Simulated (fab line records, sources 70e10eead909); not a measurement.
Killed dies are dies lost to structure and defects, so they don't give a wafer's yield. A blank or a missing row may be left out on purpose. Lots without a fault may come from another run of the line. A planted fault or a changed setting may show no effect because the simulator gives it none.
fab line records | flow nand_harc
record lots=24 wafers=72 last_day=33
route steps=1302 shown A_ONON_D2@566 A_CHANNEL_HOLE_D2@591 A_CHANNEL_FILL_D2@613 A_STAIRCASE@639
lots that met no fault: from a run of the same line without faults
start_h: hours from the record's first day to the start of the lot's first wafer shown | wait_h: hours since the lot's step before | " the same as in the row above | L1.1+2: a row that stands for several wafers | - no value, or no start given | * or withheld: withheld | < > ~ a bound
route shown NAME@n: a module of which the file shows steps, and the number in the route of the first | usual: mean/standard deviation of fault-free wafers | same: alike in all rows | chamber/n: place in a boat | sites: the reading at each site | _std_site: their standard deviation | _edge_site: outer sites' mean less inner sites' | radius_mm: how far each site lies from the wafer's centre | mask NAME#n: copy n | behind: the tool/chamber that last shaped the wafer | hold: why the lot was held/for how many hours/how that ended | device: the transistor (n, p or np) that didn't switch | end of line: the same wafers' tests at the end of the route | a step without rows: its recipe alone | killed: dies lost to structure and defects at the first sort, not the wafer's yield | map: a wafer's dies, x killed, . not, _ none there
set.NAME: the setting as run; set.NAME@STEP: as run at that earlier step | model.NAME: the simulator's own value behind a step, which no gauge read
steps of the route over a sample of lots; a table a step, a row a wafer
services: from which hour (start_h, from the record's first day; less than 0 if before it) a tool's chamber was out of use, for how many hours, and why
## steps
# step NHARC_A_ONON_D2_DEP_33
# recipe target_thk_a=2000 temp_c=400 pressure_torr=6.5 rf_w=900 teos_flow_sccm=161.4 flow_sccm=2650 target_thk_nm=200 gas=O2 material=SiO2
# usual heater_power_w=519/78 throttle_valve_pct=16.0/0.44
# columns lot.wafer tool chamber start_h wait_h heater_power_w throttle_valve_pct
L074.3 pecvd-02 1 288.67 0.3 464 16.2
L074.2 " 2 " " 396 16.4
L074.4 " 0 " " 571 15.7
L076.3 pecvd-04 2 295.98 0.1 583 15.8
L076.1 " 1 " " 517 16.1
L076.5 " 1 " " 532 16.2
L075.2 pecvd-03 0 296.00 0.1 434 15.9
L075.1 " 2 " " 418 15.2
L075.4 " 0 " " 465 16.2
L077.3 pecvd-02 1 317.79 0.1 471 16.4
L077.1 " 0 " " 609 15.6
L077.4 " 0 " " 615 15.6
L078.3 pecvd-04 1 332.14 0.1 529 16.4
L078.1 " 2 " " 570 15.6
L078.6 " 1 " " 531 16.3
L079.3 pecvd-03 0 332.17 0.1 521 16.1
L079.6 " 2 " " 425 15.2
L079.4 " 0 " " 532 16.1
L080.2 pecvd-02 0 344.48 0.1 603 15.5
L080.4 " 0 " " 599 15.6
L080.5 " 0 " " 596 15.5
L082.1 pecvd-02 0 366.06 0.1 592 15.7
L082.2 " 1 " " 507 16.4
L082.5 " 1 " " 509 16.5
L081.3 pecvd-04 1 366.06 0.1 513 16.2
L081.1 " 2 " " 534 15.5
L081.4 " 1 " " 516 16.5
L084.3 pecvd-03 0 379.74 0.1 479 16.2
L084.1 " 1 " " 434 15.6
L084.4 " 1 " " 438 15.7
L083.2 pecvd-02 1 379.78 0.1 502 16.7
L083.5 " 1 " " 503 16.5
L083.4 " 2 " " 414 17.0
L085.6 pecvd-03 0 395.23 0.2 537 16.0
L085.4 " 1 " " 517 15.3
L085.5 " 2 " " 425 15.2
L086.2 pecvd-04 1 406.31 0.1 542 16.3
L086.1 " 2 " " 569 15.6
L086.4 " 1 " " 530 16.5
L089.3 pecvd-04 1 427.93 0.1 442 16.5
L089.5 " 1 " " 454 16.7
L089.6 " 0 " " 749 16.1
L088.3 pecvd-03 2 427.98 0.1 447 15.6
L088.5 " 2 " " 439 15.6
L088.6 " 0 " " 502 15.9
L087.1 pecvd-02 1 435.52 0.2 502 16.6
L087.3 " 2 " " 434 16.2
L087.6 " 2 " " 430 16.2
L091.1 pecvd-02 0 455.48 0.1 614 15.6
L091.3 " 1 " " 522 16.6
L091.5 " 0 " " 605 15.4
L090.6 pecvd-03 0 455.58 0.2 446 16.2
L090.4 " 1 " " 486 15.7
L090.5 " 2 " " 399 15.6
L092.2 pecvd-02 1 468.32 0.1 456 16.5
L092.4 " 0 " " 575 15.7
L092.6 " 1 " " 475 16.4
L093.3 pecvd-02 1 484.45 0.1 508 16.5
L093.6 " 2 " " 456 16.4
L093.5 " 1 " " 512 16.8
L096.2 pecvd-04 0 502.44 0.1 654 15.4
L096.1 " 1 " " 567 16.3
L096.5 " 1 " " 599 16.2
L097.2 pecvd-02 1 502.57 0.2 518 16.3
L097.3 " 2 " " 442 16.5
L097.4 " 2 " " 459 16.4
L094.1 pecvd-03 0 502.78 0.1 507 16.4
L094.3 " 2 " " 398 15.5
L094.4 " 2 " " 404 15.6
L095.3 pecvd-02 1 502.84 0.1 501 16.4
L095.1 " 0 " " 575 15.4
L095.5 " 2 " " 405 16.4
# step NHARC_A_CHANNEL_HOLE_D2_ETCH_19
# recipe bias_v=1200 source_w=2500 pressure_mtorr=15 time_s=34.5 ar_flow_sccm=375 c4f8_flow_sccm=28.8 o2_flow_sccm=96.2 temp_c=-20 target_depth_a=* chemistry=C4F8/O2/Ar
# usual drypump_motor_current_A=5.8/0.4 showerhead_plenum_p_Torr=3.65/0.091 throttle_valve_pct=37.039/0.0093
# columns lot.wafer tool chamber start_h wait_h drypump_motor_current_A rf_hours_counter_h showerhead_plenum_p_Torr throttle_valve_pct
L074.2 har_etch-01 0 295.26 0.1 6.2 149 3.56 37.032
L074.4 " 0 " " 6.2 - 3.56 37.035
L074.3 " 1 " " 6.0 - 3.67 37.058
L076.1 har_etch-02 0 300.94 0.2 5.2 366 3.77 37.031
L076.3 " 0 " " 5.2 - 3.77 37.040
L076.5 " 0 " " 5.2 - 3.77 37.038
L075.1 har_etch-01 0 303.60 1.5 6.2 157 3.55 37.044
L075.2 " 1 " " 6.0 157 3.66 37.041
L075.4 " 0 " " 6.2 - 3.55 37.037
L077.1 har_etch-01 1 328.00 2.3 6.0 165 3.66 37.049
L077.4 " 1 " " 6.0 - 3.66 37.022
L077.3 " 0 " " 6.2 - 3.55 37.051
L079.3 har_etch-01 1 342.43 2.1 6.0 - 3.65 37.037
L079.4 " 0 " " 6.2 - 3.54 37.045
L079.6 " 1 " " 6.0 - 3.65 37.033
L078.1 har_etch-02 1 342.99 2.1 5.5 389 3.76 37.032
L078.3 " 1 " " 5.5 - 3.76 37.042
L078.6 " 1 " " 5.5 - 3.76 37.024
L080.2 har_etch-02 0 349.22 0.1 5.2 393 3.76 37.054
L080.4 " 0 " " 5.2 - 3.76 37.046
L080.5 " 1 " " 5.5 - 3.76 37.037
L081.1 har_etch-02 1 370.80 0.1 5.5 404 3.75 37.034
L081.4 " 0 " " 5.2 - 3.75 37.037
L081.3 " 1 " " 5.5 - 3.75 37.032
L082.2 har_etch-01 1 372.54 0.1 6.0 196 3.64 37.018
L082.1 " 0 " " 6.2 196 3.53 37.028
L082.5 " 0 " " 6.2 - 3.53 37.040
L083.2 har_etch-01 1 385.16 0.1 6.0 203 3.64 37.038
L083.4 " 1 " " 6.0 - 3.64 37.040
L083.5 " 1 " " 5.9 - 3.64 37.030
L084.1 har_etch-01 1 389.36 2.4 6.0 207 3.64 37.046
L084.3 " 0 " " 6.2 - 3.53 37.025
L084.4 " 1 " " 6.0 - 3.64 37.056
L085.4 har_etch-01 1 401.55 0.4 6.0 - 3.63 37.033
L085.6 " 0 " " 6.2 - 3.52 37.047
L085.5 " 1 " " 6.0 - 3.63 37.040
L086.1 har_etch-02 1 410.72 0.1 5.5 11 3.74 37.049
L086.2 " 0 " " 5.2 11 3.74 37.044
L086.4 " 0 " " 5.2 - 3.74 37.031
L089.3 har_etch-02 0 434.77 0.1 5.2 - 3.73 37.020
L089.6 " 0 " " 5.2 - 3.73 37.038
L089.5 " 1 " " 5.5 - 3.73 37.036
L088.3 har_etch-01 1 436.60 0.1 6.0 - 3.62 37.040
L088.5 " 1 " " 6.0 - 3.62 37.033
L088.6 " 0 " " 6.2 - 3.51 37.048
L087.1 har_etch-01 0 442.60 0.1 6.1 242 3.51 37.052
L087.3 " 0 " " 6.2 - 3.51 37.041
L087.6 " 0 " " 6.2 - 3.51 37.041
L091.1 har_etch-02 0 466.13 1.8 5.2 42 3.72 37.037
L091.3 " 0 " " 5.2 - 3.72 37.034
L091.5 " 1 " " 5.5 - 3.72 37.047
L090.4 har_etch-01 1 469.73 4.5 6.0 - 3.61 37.035
L090.6 " 0 " " 6.2 - 3.50 37.040
L090.5 " 1 " " 6.0 - 3.61 37.033
L092.2 har_etch-02 1 472.81 0.1 5.5 46 3.72 37.036
L092.4 " 1 " " 5.5 - 3.72 37.021
L092.6 " 0 " " 5.2 - 3.72 37.043
L093.3 har_etch-02 0 488.97 0.1 5.2 - 3.72 37.038
L093.6 " 1 " " 5.5 - 3.72 37.057
L093.5 " 0 " " 5.2 - 3.72 37.047
L096.1 har_etch-02 0 507.23 0.3 5.2 65 3.71 37.040
L096.2 " 1 " " 5.5 65 3.71 37.025
L096.5 " 1 " " 5.5 - 3.71 37.045
L097.2 har_etch-01 0 509.24 2.2 6.2 280 3.49 37.036
L097.4 " 0 " " 6.2 - 3.49 37.041
L097.3 " 1 " " 6.0 - 3.60 37.054
L094.1 har_etch-02 1 511.44 2.4 5.5 69 3.71 37.044
L094.3 " 0 " " 5.2 - 3.71 37.045
L094.4 " 1 " " 5.5 - 3.71 37.044
L095.1 har_etch-01 0 513.42 4.4 6.2 284 3.48 37.023
L095.3 " 1 " " 6.0 - 3.59 37.049
L095.5 " 0 " " 6.2 - 3.48 37.028
# step NHARC_A_CHANNEL_FILL_D2_ALD_03
# recipe target_thk_a=60 pulse_time_s=60 ald_cycles=58 temp_c=630 pressure_torr=2 material=SiNx
# usual precursor_pulse_height_rel=1.001/0.021
# columns lot.wafer tool chamber start_h wait_h precursor_pulse_height_rel
L074.2 ald_sin_batch-01 0 - - 1.001
L074.3 " 0 " " 0.999
L074.4 " 0 " " 1.057
L075.1 ald_sin_batch-01 0 - - 1.026
L075.2 " 0 " " 0.960
L075.4 " 0 " " 1.003
L076.1 ald_sin_batch-01 0 - - 0.971
L076.3 " 0 " " 0.990
L076.5 " 0 " " 1.016
L077.1 ald_sin_batch-01 0 - - 1.031
L077.3 " 0 " " 0.988
L077.4 " 0 " " 1.015
L078.1 ald_sin_batch-02 0 - - 1.043
L078.3 " 0 " " 1.015
L078.6 " 0 " " 1.006
L079.3 ald_sin_batch-02 0 - - 1.006
L079.4 " 0 " " 1.035
L079.6 " 0 " " 1.031
L080.2 ald_sin_batch-02 0 - - 1.000
L080.4 " 0 " " 0.997
L080.5 " 0 " " 1.014
L081.1 ald_sin_batch-01 0 - - 0.993
L081.3 " 0 " " 1.015
L081.4 " 0 " " 0.992
L082.1 ald_sin_batch-01 0 - - 1.025
L082.2 " 0 " " 0.999
L082.5 " 0 " " 0.991
L083.2 ald_sin_batch-03 0 - - 0.985
L083.4 " 0 " " 0.977
L083.5 " 0 " " 1.020
L084.1 ald_sin_batch-02 0 - - 0.986
L084.3 " 0 " " 1.014
L084.4 " 0 " " 1.008
L085.4 ald_sin_batch-01 0 - - 0.969
L085.5 " 0 " " 1.008
L085.6 " 0 " " 1.031
L086.1 ald_sin_batch-03 0 - - 1.004
L086.2 " 0 " " 1.010
L086.4 " 0 " " 1.014
L088.3 ald_sin_batch-01 0 - - 0.994
L088.5 " 0 " " 0.985
L088.6 " 0 " " 0.974
L089.3 ald_sin_batch-01 0 - - 1.015
L089.5 " 0 " " 1.020
L089.6 " 0 " " 1.030
L087.1 ald_sin_batch-02 0 - - 0.996
L087.3 " 0 " " 0.992
L087.6 " 0 " " 1.052
L091.1 ald_sin_batch-03 0 - - 0.996
L091.3 " 0 " " 0.995
L091.5 " 0 " " 1.005
L090.4 ald_sin_batch-02 0 - - 0.970
L090.5 " 0 " " 0.980
L090.6 " 0 " " 1.022
L092.2 ald_sin_batch-01 0 - - 0.969
L092.4 " 0 " " 0.980
L092.6 " 0 " " 0.998
L093.3 ald_sin_batch-03 0 - - 1.008
L093.5 " 0 " " 1.009
L093.6 " 0 " " 0.972
L096.1 ald_sin_batch-02 0 - - 1.026
L096.2 " 0 " " 1.000
L096.5 " 0 " " 0.983
L097.2 ald_sin_batch-02 0 - - 0.960
L097.3 " 0 " " 0.988
L097.4 " 0 " " 0.997
L094.1 ald_sin_batch-02 0 - - 0.995
L094.3 " 0 " " 0.995
L094.4 " 0 " " 1.028
L095.1 ald_sin_batch-02 0 - - 1.005
L095.3 " 0 " " 1.006
L095.5 " 0 " " 1.022
# step NHARC_A_CHANNEL_FILL_D2_THK_MEAS_06
# recipe thk_meas_gauge=ellipsometry
# usual thk_nm=5.1/0.95
# columns lot.wafer tool chamber start_h wait_h thk_nm
L075.1 film_metro-01 - 341.51 0.4 5.0
L075.2 " - " " 3.3
L075.4 " - " " 6.2
L076.1 film_metro-02 - 341.51 0.4 5.2
L076.3 " - " " 4.4
L076.5 " - " " 3.3
L074.2 film_metro-01 - 341.51 0.4 4.6
L074.3 " - " " 3.8
L074.4 " - " " 3.9
L077.1 film_metro-01 - 373.49 0.4 6.2
L077.3 " - " " 3.9
L077.4 " - " " 6.6
L079.3 film_metro-01 - 385.17 0.4 6.3
L079.4 " - " " 5.6
L079.6 " - " " 4.9
L078.1 film_metro-01 - 385.17 0.4 5.1
L078.3 " - " " 5.4
L078.6 " - " " 4.6
L080.2 film_metro-02 - 396.40 0.4 5.1
L080.4 " - " " 4.9
L080.5 " - " " 5.3
L081.1 film_metro-02 - 417.99 0.4 5.6
L081.3 " - " " 4.2
L081.4 " - " " 6.4
L082.1 film_metro-01 - 417.99 0.4 6.4
L082.2 " - " " 6.4
L082.5 " - " " 4.5
L084.1 film_metro-02 - 431.89 0.4 6.1
L084.3 " - " " 5.7
L084.4 " - " " 6.9
L083.2 film_metro-01 - 431.89 0.4 3.3
L083.4 " - " " 5.1
L083.5 " - " " 4.4
L085.4 film_metro-01 - 445.41 0.4 4.7
L085.5 " - " " 4.9
L085.6 " - " " 3.8
L086.1 film_metro-02 - 452.50 0.4 4.1
L086.2 " - " " 4.5
L086.4 " - " " 5.6
L088.3 film_metro-01 - 476.00 0.4 5.5
L088.5 " - " " 5.0
L088.6 " - " " 5.2
L089.3 film_metro-02 - 476.00 0.4 7.1
L089.5 " - " " 5.4
L089.6 " - " " 5.8
L087.1 film_metro-02 - 487.31 0.4 5.3
L087.3 " - " " 4.8
L087.6 " - " " 4.5
L091.1 film_metro-01 - 507.77 0.4 4.2
L091.3 " - " " 5.0
L091.5 " - " " 5.8
L092.2 film_metro-02 - 513.26 0.4 5.6
L092.4 " - " " 5.1
L092.6 " - " " 3.9
L090.4 film_metro-01 - 513.26 0.4 4.7
L090.5 " - " " 3.8
L090.6 " - " " 5.1
L093.3 film_metro-02 - 534.69 0.4 4.2
L093.5 " - " " 3.6
L093.6 " - " " 5.7
L096.1 film_metro-02 - 550.33 0.4 5.1
L096.2 " - " " 3.7
L096.5 " - " " 6.4
L097.2 film_metro-01 - 550.33 0.4 5.2
L097.3 " - " " 6.6
L097.4 " - " " 3.9
L094.1 film_metro-02 - 554.42 0.4 5.5
L094.3 " - " " 6.7
L094.4 " - " " 5.6
L095.1 film_metro-01 - 554.42 0.4 5.0
L095.3 " - " " 5.4
L095.5 " - " " 5.4
# step NHARC_A_STAIRCASE_DEP_156
# recipe target_thk_a=500 temp_c=400 target_thk_nm=50 flow_sccm=200 rf_w=450 material=SiNx
# usual heater_power_w=691/96
# columns lot.wafer tool chamber start_h wait_h heater_power_w
L074.2 pecvd-01 0 353.52 0.1 810
L074.3 " 1 " " 761
L074.4 " 2 " " 816
L076.1 pecvd-03 1 353.58 0.1 707
L076.3 " 2 " " 563
L076.5 " 2 " " 570
L075.1 pecvd-04 0 353.75 0.1 794
L075.2 " 2 " " 662
L075.4 " 1 " " 689
L077.3 pecvd-01 2 385.59 0.1 723
L077.1 " 0 " " 764
L077.4 " 1 " " 785
L078.1 pecvd-03 2 399.72 0.1 524
L078.3 " 1 " " 612
L078.6 " 1 " " 602
L079.3 pecvd-04 2 399.74 0.1 772
L079.6 " 1 " " 673
L079.4 " 2 " " 788
L080.2 pecvd-03 2 408.56 0.1 502
L080.4 " 2 " " 504
L080.5 " 1 " " 572
L082.1 pecvd-01 2 430.27 0.2 658
L082.2 " 0 " " 828
L082.5 " 2 " " 685
L081.3 pecvd-03 2 430.28 0.2 534
L081.1 " 0 " " 638
L081.4 " 1 " " 605
L084.3 pecvd-03 2 444.05 0.1 583
L084.1 " 1 " " 660
L084.4 " 2 " " 599
L083.2 pecvd-01 0 444.06 0.1 698
L083.4 " 0 " " 724
L083.5 " 1 " " 692
L085.6 pecvd-01 1 457.68 0.2 665
L085.4 " 2 " " 787
L085.5 " 0 " " 680
L086.2 pecvd-03 0 464.58 0.1 669
L086.1 " 1 " " 607
L086.4 " 2 " " 528
L088.3 pecvd-03 2 488.08 0.1 558
L088.6 " 2 " " 566
L088.5 " 1 " " 632
L089.3 pecvd-01 2 488.14 0.2 811
L089.6 " 0 " " 798
L089.5 " 1 " " 720
L087.1 pecvd-04 1 499.42 0.2 676
L087.3 " 2 " " 753
L087.6 " 1 " " 686
L091.3 pecvd-03 1 519.84 0.1 670
L091.1 " 0 " " 658
L091.5 " 2 " " 593
L092.2 pecvd-03 2 525.27 0.1 574
L092.6 " 1 " " 586
L092.4 " 0 " " 641
L090.5 pecvd-01 0 525.33 0.2 796
L090.6 " 1 " " 759
L090.4 " 2 " " 725
L093.3 pecvd-01 0 546.75 0.1 869
L093.5 " 1 " " 657
L093.6 " 2 " " 661
L096.2 pecvd-03 0 562.33 0.1 614
L096.1 " 1 " " 617
L096.5 " 2 " " 521
L097.2 pecvd-04 1 562.51 0.1 679
L097.4 " 2 " " 734
L097.3 " 1 " " 663
L095.1 pecvd-01 2 566.40 0.1 755
L095.3 " 0 " " 814
L095.5 " 0 " " 819
L094.1 pecvd-04 1 566.58 0.1 702
L094.3 " 2 " " 790
L094.4 " 1 " " 712
# step NHARC_A_STAIRCASE_ETCH_169
# recipe target_depth_a=500 time_s=107.1 ion_energy_ev=120 ch3f_flow_sccm=50 o2_flow_sccm=30 ar_flow_sccm=200 rf_w=500 bias_w=100 chemistry=CH3F/O2
# usual drypump_motor_current_A=5.7/0.66 oes_product_au=0.961/0.019 rf_vpp_V=243.9/1.4 showerhead_plenum_p_Torr=2.43/0.076 throttle_valve_pct=20.665/0.0084
# columns lot.wafer tool chamber start_h wait_h drypump_motor_current_A oes_product_au rf_hours_counter_h rf_vpp_V showerhead_plenum_p_Torr throttle_valve_pct
L074.3 rie_diel-13 3 354.44 0.1 5.3 0.996 0 245.2 2.55 20.657
L074.2 " 0 " " 5.6 0.959 0 242.2 2.45 20.667
L074.4 " 1 " " 4.9 0.955 0 245.4 2.50 20.665
L076.1 rie_diel-11 2 354.66 0.1 6.5 0.966 27 244.5 2.47 20.661
L076.3 " 1 " " 6.3 0.980 29 244.6 2.39 20.664
L076.5 " 2 " " 6.5 0.963 - 245.3 2.47 20.654
L075.4 rie_diel-09 2 354.84 0.1 6.5 0.935 9 243.3 2.39 20.661
L075.2 " 3 " " 5.0 0.943 7 242.5 2.38 20.658
L075.1 " 0 " " 5.2 0.940 9 243.8 2.42 20.675
L077.1 rie_diel-11 2 386.65 0.1 6.5 0.965 39 244.5 2.46 20.662
L077.3 " 3 " " 4.8 0.966 39 241.4 2.30 20.671
L077.4 " 1 " " 6.3 0.962 39 242.6 2.39 20.667
L079.3 rie_diel-09 1 400.87 0.1 6.5 0.976 24 246.5 2.61 20.669
L079.4 " 3 " " 5.0 0.967 - 242.9 2.38 20.672
L079.6 " 1 " " 6.5 0.968 - 246.0 2.61 20.678
L078.3 rie_diel-11 0 403.71 2.9 5.1 0.950 43 244.0 2.43 20.659
L078.1 " 1 " " 6.3 0.954 45 243.5 2.39 20.656
L078.6 " 1 " " 6.3 0.948 - 243.9 2.39 20.669
L080.2 rie_diel-11 2 409.52 0.1 6.5 0.981 50 244.6 2.46 20.673
L080.4 " 0 " " 5.1 0.987 45 246.1 2.43 20.655
L080.5 " 2 " " 6.4 0.987 - 244.4 2.46 20.655
L082.1 rie_diel-11 0 431.34 0.1 5.1 0.971 49 244.3 2.43 20.665
L082.2 " 2 " " 6.5 0.972 55 246.0 2.46 20.665
L082.5 " 3 " " 4.8 0.944 - 241.7 2.30 20.677
L081.4 rie_diel-13 1 431.50 0.1 5.0 0.958 27 245.5 2.49 20.660
L081.1 " 2 " " 6.4 0.972 26 246.1 2.49 20.665
L081.3 " 0 " " 5.6 0.985 25 243.8 2.44 20.657
L084.1 rie_diel-13 1 445.22 0.1 5.0 0.935 32 244.5 2.48 20.654
L084.3 " 0 " " 5.6 0.929 30 244.2 2.44 20.659
L084.4 " 2 " " 6.3 0.952 - 244.4 2.49 20.668
L083.4 rie_diel-11 2 445.29 0.1 6.5 0.961 0 244.3 2.46 20.644
L083.2 " 0 " " 5.1 0.966 0 243.0 2.43 20.659
L083.5 " 2 " " 6.5 0.961 - 243.1 2.46 20.657
L085.5 rie_diel-13 0 459.25 0.6 5.6 0.942 - 244.7 2.44 20.669
L085.4 " 1 " " 5.0 0.947 - 244.7 2.48 20.676
L085.6 " 3 " " 5.4 0.977 - 245.3 2.54 20.667
L086.2 rie_diel-11 2 465.48 0.1 6.5 0.975 5 244.7 2.45 20.670
L086.4 " 3 " " 4.8 0.947 6 241.6 2.30 20.661
L086.1 " 1 " " 6.3 0.968 5 242.2 2.38 20.679
L088.3 rie_diel-11 0 489.18 0.1 5.1 0.956 13 244.9 2.42 20.674
L088.6 " 1 " " 6.3 0.977 - 242.8 2.38 20.665
L088.5 " 2 " " 6.5 0.986 - 245.0 2.45 20.681
L089.3 rie_diel-13 1 489.34 0.1 5.0 0.961 45 243.8 2.48 20.666
L089.5 " 3 " " 5.4 0.990 - 247.0 2.53 20.665
L089.6 " 0 " " 5.6 0.969 - 244.6 2.43 20.662
L087.3 rie_diel-11 1 500.52 0.1 6.3 0.945 19 243.1 2.38 20.671
L087.1 " 3 " " 4.8 0.930 17 241.2 2.29 20.677
L087.6 " 2 " " 6.5 0.958 - 244.6 2.45 20.661
L091.3 rie_diel-09 1 521.47 0.1 6.5 0.954 5 246.5 2.59 20.657
L091.1 " 0 " " 5.1 0.964 6 244.0 2.40 20.668
L091.5 " 2 " " 6.5 0.945 - 241.2 2.37 20.673
L092.2 rie_diel-11 1 526.41 0.1 6.3 0.950 26 242.8 2.38 20.671
L092.4 " 0 " " 5.1 0.972 30 244.1 2.42 20.672
L092.6 " 1 " " 6.2 0.955 - 244.1 2.38 20.671
L090.4 rie_diel-11 3 530.48 0.1 4.8 0.949 25 241.6 2.29 20.654
L090.5 " 3 " " 4.8 0.942 - 240.9 2.29 20.667
L090.6 " 0 " " 5.1 0.967 - 243.9 2.42 20.676
L093.3 rie_diel-13 3 547.83 0.1 5.4 0.998 7 245.1 2.52 20.664
L093.5 " 2 " " 6.3 0.983 - 243.9 2.48 20.653
L093.6 " 3 " " 5.3 0.994 - 245.8 2.53 20.679
L096.2 rie_diel-13 0 563.37 0.1 5.6 0.955 9 241.8 2.42 20.670
L096.1 " 2 " " 6.3 0.973 9 245.1 2.48 20.666
L096.5 " 0 " " 5.6 0.952 - 242.8 2.42 20.662
L097.2 rie_diel-13 3 563.63 0.1 5.3 0.974 10 245.5 2.52 20.647
L097.3 " 0 " " 5.6 0.954 9 244.4 2.42 20.654
L097.4 " 2 " " 6.3 0.986 9 245.6 2.48 20.665
L095.1 rie_diel-11 1 567.44 0.1 6.3 0.922 40 243.3 2.37 20.662
L095.3 " 0 " " 5.1 0.918 47 243.4 2.41 20.673
L095.5 " 2 " " 6.5 0.926 - 243.8 2.44 20.683
L094.3 rie_diel-09 1 567.70 0.1 6.5 0.991 27 245.2 2.58 20.663
L094.1 " 2 " " 6.5 0.991 27 242.8 2.36 20.659
L094.4 " 3 " " 5.0 0.978 27 241.2 2.36 20.656
## services
# columns tool chamber start_h hours kind
ald_sin_batch-02 - 266.00 26.0 pm
pecvd-04 - 269.02 13.0 pm
pecvd-02 2 302.02 4.3 repair
pecvd-04 0 307.35 5.0 repair
rie_diel-11 1 308.06 5.9 repair
pecvd-01 - 311.27 13.0 pm
pecvd-02 2 343.99 4.8 repair
pecvd-03 - 349.53 1.3 repair
pecvd-03 - 366.25 13.0 pm
pecvd-04 - 372.94 0.5 repair
har_etch-02 - 377.23 17.0 pm
pecvd-01 - 391.36 1.2 repair
pecvd-02 - 408.45 13.0 pm
pecvd-02 - 425.64 1.8 repair
rie_diel-11 - 433.52 9.0 pm
pecvd-02 2 437.63 5.7 repair
pecvd-04 - 450.19 13.0 pm
pecvd-02 - 460.69 2.2 repair
pecvd-02 - 465.49 0.8 repair
rie_diel-11 1 505.11 6.3 repair
ald_sin_batch-01 - 507.67 26.0 pm
rie_diel-11 3 508.59 2.6 repair
pecvd-03 - 547.25 13.0 pm
pecvd-04 0 561.32 19.9 repair
## key
fault none
